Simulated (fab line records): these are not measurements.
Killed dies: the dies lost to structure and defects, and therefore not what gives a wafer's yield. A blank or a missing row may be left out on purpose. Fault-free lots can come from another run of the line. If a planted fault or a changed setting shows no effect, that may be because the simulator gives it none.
Matching of chambers	flow n5Finfet	N5_BEOL_M4_DESCUM_16 on rieDiel-05: 4 sister chambers
The step chemistry O2, time 7 s. 4 wafers are shown with their chamber, then 10 later ones without.

WAFERS WITH THEIR CHAMBER
wafer	chamber	showerheadPlenumPTorr (Torr)
L080.4	3	2.07
L083.4	0	1.90
L082.2	1	2.25
L082.3	2	1.97

WAFERS WITH NO CHAMBER GIVEN
wafer	showerheadPlenumPTorr (Torr)
L082.6	1.90
L084.1	2.24
L084.2	2.06
L084.5	1.90
L086.1	2.06
L086.2	2.24
L086.5	1.89
L088.1	2.24
L088.5	1.89
L088.6	2.24

CHAMBER TAKEN BY EACH
wafer	from the rows above	in truth
L082.6	0	0
L084.1	1	1
L084.2	3	3
L084.5	0	0
L086.1	3	3
L086.2	1	1
L086.5	0	0
L088.1	1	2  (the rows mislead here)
L088.5	0	0
L088.6	1	1
Placed correctly: 9 of 10. From these rows, 0 cannot be placed. Number placed wrongly: 1.
How it was worked out, from the rows above alone: a wafer's distance from a chamber is the root of the sum, over the readings, of the square of ((its reading less the chamber's mean) divided by the reading's scatter). If the next closest chamber is less than 2 further off than the closest, the wafer can't be placed; otherwise it belongs to the closest. Each chamber's mean is taken over the wafers shown for it. The scatter: with one shown wafer a chamber, the root of the mean of the squares of how far each hidden wafer lies from its nearest shown one.
